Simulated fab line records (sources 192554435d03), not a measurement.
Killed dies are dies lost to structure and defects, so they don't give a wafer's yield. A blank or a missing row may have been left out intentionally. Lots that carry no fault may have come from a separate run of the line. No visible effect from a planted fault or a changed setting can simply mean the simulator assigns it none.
Comparing a struck lot with a sound one	flow n5Finfet	37 out of 1938 route steps
Sound: these wafers, L862.1, L862.2, L862.6. Struck: wafer L871.1 (left out: L871.5, a lot-mate that was not struck); the cause follows at the end.
At each step with rows: each side's tool, then ch and its chambers, then its first start. Under that, the readings that differ: sound wafers	struck wafers	difference of the means	sigmas: that difference in standard deviations of wafers without a fault.
alike: same words and numbers on both sides, and readings whose means sit less than 2 such deviations apart. not compared: any withheld reading, any reading some wafer has no value for, any bound like >300 that may hide the same value, and any number with overlapping values for which the record gives no deviation.
Wherever a step has rows on one side only, a row that says differs or no value, or a row with sigmas, the two part there. Numbers that have no deviation but don't overlap get no sigmas and don't part them. A reading that every wafer of one side lacks parts them only if that side has two wafers or more.

first, 9 steps without rows for these wafers: N5_STI_FIN_REVEAL_STRIP_35 (strips Si3N4 in H3PO4, target depth 4 nm, time 39 s); N5_STI_FIN_REVEAL_SRD_21 (time 30 s); N5_STI_FIN_REVEAL_OXIDATION_33 (chemistry O2 PLASMA REMOTE, time 20 s); N5_STI_FIN_REVEAL_CLEAN_19 (cleans in O3/DIW, time 120 s); N5_STI_FIN_REVEAL_SRD_23 (time 30 s); N5_STI_FIN_REVEAL_PRECLEAN_18 (cleans in SC2, time 45 s); N5_STI_FIN_REVEAL_SRD_28 (time 30 s); N5_DUMMY_GATE_PRECLEAN_00 (cleans in O3/DIW, time 60 s); N5_DUMMY_GATE_SRD_01 (time 30 s).
N5_DUMMY_GATE_ALD_02: deposits SiO2, target thk 2 nm, pulse time 1 s.
  sound on aldSin-01 ch 0,1, day 2 20:40; struck on aldSin-01 ch 2, day 5 01:36
reading	sound	struck	difference	sigmas
heaterPowerW (W)	505 528 494	382	-127	-3
model.SiO2_of_DUMMY_GATE_ALD_02.thkNm (nm)	2 2 2	0.8	-1.2	
  alike: precursorPulseHeightRel
then, 24 steps without rows for these wafers: N5_DUMMY_GATE_CVD_03 (deposits a-Si from SiH4, target thk 150 nm, time 8042 s); N5_DUMMY_GATE_PRECLEAN_46 (cleans in DIW, time 89.5 s); N5_DUMMY_GATE_SRD_47 (dry time 32 s); N5_DUMMY_GATE_CMP_04 (polishes a-Si); N5_DUMMY_GATE_HM_DEP_06 (deposits SiNx from DCS/NH3, target thk 80 nm, time 5141 s); N5_DUMMY_GATE_PECVD_30 (deposits SiO2 from TEOS/O2, target thk 55 nm, time 10.8 s); N5_DUMMY_GATE_COAT_34 (time 60 s, resist thk 60 nm); N5_DUMMY_GATE_COAT_35 (time 60 s, resist thk 10 nm); N5_DUMMY_GATE_COAT_28 (time 60 s, resist thk 10 nm); N5_DUMMY_GATE_COAT_09 (resist thk 30 nm); N5_DUMMY_GATE_EBR_11; N5_DUMMY_GATE_SOFTBAKE_10 (time 60 s); N5_DUMMY_GATE_EXPOSE_12 (exposes mask GATE, target cd 25 nm); N5_DUMMY_GATE_PEB_13 (peb time 60 s); N5_DUMMY_GATE_DEVELOP_14 (develop time 30 s); N5_DUMMY_GATE_DESCUM_20 (chemistry O2, time 6.2 s); N5_DUMMY_GATE_ETCH_29 (etches underlayer in N2/H2, target depth 13 nm); N5_DUMMY_GATE_ETCH_36 (etches SiARC in CF4, target depth 13 nm); N5_DUMMY_GATE_ETCH_37 (etches SOC in N2/H2, target depth 60 nm, overetch 30 nm); N5_DUMMY_GATE_STRIP_38 (strips in N2/H2); N5_DUMMY_GATE_STRIP_39 (strips in N2/H2); N5_DUMMY_GATE_TRIM_49 (chemistry O2, time 29 s, target cd 14 nm); N5_DUMMY_GATE_STRIP_40 (strips in CF4); N5_DUMMY_GATE_ETCH_31 (etches SiO2 in C4F6/O2, target depth 82.5 nm, time 27.5 s).
N5_DUMMY_GATE_ETCH_44: etches poly-Si in HBr/O2, stops on SiO2, target depth 127.5 nm.
  sound on rieSi-06 ch 0,2,3, day 3 06:04; struck on rieSi-06 ch 0, day 5 11:02
reading	sound	struck	difference	sigmas
model.SiO2_of_DUMMY_GATE_ALD_02.thkNm (nm)	2 2 2	0	-2	
  alike: drypumpMotorCurrentA, oesProductAu, throttleValvePct
  not compared: rfHoursCounterH
-- a jump in the record: the struck wafers' starts before and after are 5 days apart (it breaks off in module DUMMY_GATE and resumes in module BEOL_M4, where the first step shown is number 1111 of the route) --
N5_BEOL_M4_RC_MEAS_101:
  sound on prober-02 ch 0, day 8 02:00; struck on prober-01 ch 0, day 10 09:22
  alike: DIBL_N, DIBL_P, IOFF_N, IOFF_P, ION_N, ION_P, SS_N, SS_P, VT_N, VT_P
N5_PASSIVATION_PROBE_49:
  sound wafers here have rows in the record (prober-02, day 12 21:20); struck ones have none

## WHERE THEY PART
First at N5_DUMMY_GATE_ALD_02; last, within this record, at N5_PASSIVATION_PROBE_49.

WHY: whatever the simulator had introduced
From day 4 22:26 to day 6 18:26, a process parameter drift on aldSin-01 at N5_DUMMY_GATE_ALD_02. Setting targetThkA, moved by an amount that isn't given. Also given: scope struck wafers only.
